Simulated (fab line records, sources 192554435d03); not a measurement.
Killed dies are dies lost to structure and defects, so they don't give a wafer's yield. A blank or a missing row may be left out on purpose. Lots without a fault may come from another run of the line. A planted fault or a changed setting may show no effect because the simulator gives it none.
Which tool did it? | flow n5_finfet | 9 lots, 27 wafers sampled, at 6 steps of a route of 1938

WHAT THE GAUGES READ, wafer by wafer
N5_BEOL_M4_RC_MEAS_101.
lot  | measured     | on        | DIBL_N (mV/V)  | DIBL_P (mV/V)  | IOFF_N (nA/um)    | IOFF_P (nA/um)    | ION_N (uA/um) | ION_P (uA/um) | SS_N (mV/dec)  | SS_P (mV/dec)  | VT_N (mV)         | VT_P (mV)
L844 | day 8 12:53  | prober-02 | 35.2 37.0 37.2 | 35.1 38.1 37.3 | 0.120 0.155 0.149 | 0.163 0.207 0.193 | 662 671 659   | 455 468 450   | 70.9 71.2 71.6 | 72.3 72.6 73.2 | 255.4 251.9 250.1 | -253.8 -251.8 -251.3
L845 | day 8 18:44  | prober-01 | 35.9 35.3 34.9 | 36.2 35.8 36.1 | 0.177 0.163 0.159 | 0.208 0.198 0.204 | 682 679 676   | 458 459 464   | 71.3 71.8 70.8 | 73.9 73.7 73.1 | 246.9 248.9 248.7 | -250.4 -251.5 -252.7
L846 | day 8 20:23  | prober-02 | 33.8 33.5 33.9 | 34.7 34.5 35.1 | 0.143 0.133 0.139 | 0.199 0.186 0.199 | 667 672 663   | 461 464 464   | 71.0 71.5 70.9 | 72.4 72.5 72.8 | 250.9 250.1 250.9 | -250.0 -250.8 -250.2
L847 | day 9 18:23  | prober-02 | 36.5 35.0 36.1 | 37.3 36.3 37.1 | 0.167 0.150 0.163 | 0.198 0.182 0.197 | 677 679 680   | 461 452 462   | 70.8 71.0 71.5 | 74.3 73.0 73.2 | 249.8 252.0 248.3 | -253.7 -254.3 -251.2
L854 | day 11 07:58 | prober-02 | 38.2 37.6 36.9 | 38.8 37.3 36.6 | 0.225 0.206 0.182 | 0.247 0.217 0.209 | 690 678 682   | 467 458 458   | 71.5 71.8 71.3 | 74.1 73.2 72.6 | 242.7 244.2 246.1 | -248.1 -253.5 -251.4
L861 | day 13 14:47 | prober-01 | 36.5 36.6 36.1 | 36.9 37.0 36.0 | 0.146 0.141 0.139 | 0.178 0.178 0.168 | 671 660 674   | 459 451 457   | 70.9 70.4 71.4 | 73.0 72.9 73.4 | 250.3 250.9 249.9 | -251.8 -254.6 -253.8
L864 | day 13 17:28 | prober-02 | 36.1 36.2 35.4 | 36.0 36.6 35.8 | 0.162 0.164 0.149 | 0.183 0.187 0.176 | 675 668 669   | 454 455 452   | 71.9 72.0 71.4 | 73.0 73.8 73.1 | 250.0 248.5 250.2 | -253.1 -255.2 -256.0
L866 | day 14 19:56 | prober-01 | 41.0 37.6 38.4 | 40.4 35.8 36.5 | 0.248 0.157 0.177 | 0.306 0.216 0.238 | 686 667 669   | 469 459 455   | 72.2 72.2 71.4 | 74.8 73.7 74.4 | 245.1 251.9 249.1 | -245.4 -252.3 -249.1
L867 | day 14 22:47 | prober-02 | 35.3 35.2 35.9 | 34.3 34.4 35.3 | 0.134 0.130 0.146 | 0.219 0.216 0.240 | 657 667 678   | 466 471 477   | 71.6 71.4 71.1 | 73.2 72.1 73.7 | 252.8 249.9 251.0 | -247.0 -247.9 -244.7

WHICH TOOL RAN EACH LOT (tool, then ch and the chambers of the sampled wafers, then the start)
lot  | N5_BEOL_M2_SPUTTER_86        | N5_BEOL_M2_SPUTTER_94        | N5_BEOL_M2_ECD_50              | N5_BEOL_M2_CMP_52             | N5_BEOL_M2_PRE_CLEAN_60
L844 | pvd_sputter-01, day 7 05:09  | pvd_sputter-01, day 7 06:02  | ecd_cu-02 ch 0,1, day 7 06:22  | cmp-01 ch 1,2,3, day 7 06:47  | cvd_co-01 ch 0,1,2, day 7 07:05
L845 | pvd_sputter-03, day 7 07:11  | pvd_sputter-03, day 7 08:04  | ecd_cu-02 ch 0, day 7 08:24    | cmp-04 ch 0,1,3, day 7 08:53  | cvd_co-02 ch 0,1, day 7 09:14
L846 | pvd_sputter-01, day 7 09:56  | pvd_sputter-01, day 7 10:49  | ecd_cu-02 ch 0,1, day 7 11:10  | cmp-04 ch 0,2,3, day 7 11:39  | cvd_co-02 ch 1,2, day 7 11:52
L847 | pvd_sputter-01, day 8 02:32  | pvd_sputter-01, day 8 03:25  | ecd_cu-02 ch 0,1, day 8 03:45  | cmp-03 ch 0,1,2, day 8 04:07  | cvd_co-01 ch 0,1,2, day 8 04:27
L854 | pvd_sputter-02, day 9 22:11  | pvd_sputter-02, day 9 23:04  | ecd_cu-02 ch 0,1, day 9 23:25  | cmp-01 ch 0,1,2, day 10 00:34 | cvd_co-02 ch 1,2, day 10 01:02
L861 | pvd_sputter-02, day 12 00:59 | pvd_sputter-02, day 12 01:52 | ecd_cu-01 ch 0,1, day 12 02:14 | cmp-03 ch 1,2,3, day 12 02:37 | cvd_co-01 ch 0,2, day 12 02:55
L864 | pvd_sputter-01, day 12 05:38 | pvd_sputter-01, day 12 06:31 | ecd_cu-01 ch 0,1, day 12 06:51 | cmp-03 ch 0,1,3, day 12 07:14 | cvd_co-02 ch 1,2, day 12 07:34
L866 | pvd_sputter-02, day 12 15:01 | pvd_sputter-02, day 12 15:53 | ecd_cu-02 ch 0,1, day 12 16:14 | cmp-01 ch 0,1,3, day 12 16:36 | cvd_co-01 ch 0,1,2, day 12 16:56
L867 | pvd_sputter-03, day 13 10:00 | pvd_sputter-03, day 13 10:53 | ecd_cu-01 ch 0,1, day 13 11:13 | cmp-01 ch 1,3, day 13 11:35   | cvd_co-02 ch 0,1, day 13 11:55
- N5_BEOL_M2_SPUTTER_86: material Cu, target thk 4.5 nm, time 8.29 s.
- N5_BEOL_M2_SPUTTER_94: material Cu, target thk 4.5 nm, time 8.29 s.
- N5_BEOL_M2_ECD_50: material Cu, target thk 300 nm.
- N5_BEOL_M2_CMP_52: polishes, stops on SiOC, t overpolish 6.8 s, target thk 40 nm.
- N5_BEOL_M2_PRE_CLEAN_60: time 15 s.

WHAT THE TOOLS THEMSELVES READ (means of the sampled wafers that have a number; where no wafer has one, the mark that the record gives instead)
N5_BEOL_M2_SPUTTER_86.
lot  | tool           | susceptor_temp_C (C) | throttle_valve_pct (%)
L844 | pvd_sputter-01 | -20.02               | 29.2
L845 | pvd_sputter-03 | -20.03               | 30.6
L846 | pvd_sputter-01 | -20.10               | 30.2
L847 | pvd_sputter-01 | -19.97               | 29.9
L854 | pvd_sputter-02 | -19.92               | 31.5
L861 | pvd_sputter-02 | -19.88               | 31.6
L864 | pvd_sputter-01 | -20.02               | 29.0
L866 | pvd_sputter-02 | -20.03               | 29.9
L867 | pvd_sputter-03 | -20.04               | 30.2

N5_BEOL_M2_SPUTTER_94.
lot  | tool           | susceptor_temp_C (C) | throttle_valve_pct (%)
L844 | pvd_sputter-01 | -19.92               | 29.2
L845 | pvd_sputter-03 | -19.98               | 30.5
L846 | pvd_sputter-01 | -20.08               | 30.2
L847 | pvd_sputter-01 | -20.11               | 29.6
L854 | pvd_sputter-02 | -20.04               | 31.6
L861 | pvd_sputter-02 | -20.02               | 31.6
L864 | pvd_sputter-01 | -19.97               | 29.0
L866 | pvd_sputter-02 | -20.02               | 30.1
L867 | pvd_sputter-03 | -20.04               | 30.2

N5_BEOL_M2_CMP_52.
lot  | tool   | clearing_platen_down_force_psi (psi) | clearing_platen_rpm (rpm) | motor_current_A (A) | time_to_endpoint_s (s)
L844 | cmp-01 | 1.500                                | 50.003                    | 5.8                 | 64.3
L845 | cmp-04 | 1.497                                | 50.019                    | 6.2                 | 63.7
L846 | cmp-04 | 1.498                                | 49.971                    | 6.2                 | 65.1
L847 | cmp-03 | 1.502                                | 50.003                    | 6.4                 | 62.0
L854 | cmp-01 | 1.502                                | 49.981                    | 6.0                 | 76.1
L861 | cmp-03 | 1.502                                | 49.982                    | 6.3                 | 61.6
L864 | cmp-03 | 1.501                                | 50.016                    | 6.2                 | 61.2
L866 | cmp-01 | 1.499                                | 49.975                    | 5.9                 | 63.5
L867 | cmp-01 | 1.497                                | 49.977                    | 6.1                 | 60.3

N5_BEOL_M2_PRE_CLEAN_60.
lot  | tool      | heater_power_w (W)
L844 | cvd_co-01 | 93
L845 | cvd_co-02 | 93
L846 | cvd_co-02 | 83
L847 | cvd_co-01 | 92
L854 | cvd_co-02 | 69
L861 | cvd_co-01 | 105
L864 | cvd_co-02 | 83
L866 | cvd_co-01 | 93
L867 | cvd_co-02 | 95

THE ANSWER, worked out from the rows above alone
Rule: what is usual is taken from the lots themselves. Put in order of their means at a reading, lots are off if they are a third of the lots or fewer, leave a main group of 4 or more, and stand apart from it by a gap of 3 or more times the standard deviation of the main group's means; of several such gaps the widest counts. A main group whose means are all the same, to the digits that the tables above print for the reading, isn't used. A lot without any number at a reading at which 4 lots or more have one is off too. The other lots that the step has rows for count as sound. The gauges are gone through in route order, then the tools' own readings, and for those a lot's mean is taken as printed above. The first step at which some lot is off is used, and at that step the reading that is off furthest; a lot without a number counts as furthest.
Off: L854, at N5_BEOL_M2_CMP_52 (time_to_endpoint_s). The main group: mean 62.7 s, standard deviation 1.6.
A tool fits if, at that step or a process step before it, it ran every lot that is off, and no sound lot after the first of them. None of those tried fits.

WHAT THE SIMULATOR HAD PUT IN
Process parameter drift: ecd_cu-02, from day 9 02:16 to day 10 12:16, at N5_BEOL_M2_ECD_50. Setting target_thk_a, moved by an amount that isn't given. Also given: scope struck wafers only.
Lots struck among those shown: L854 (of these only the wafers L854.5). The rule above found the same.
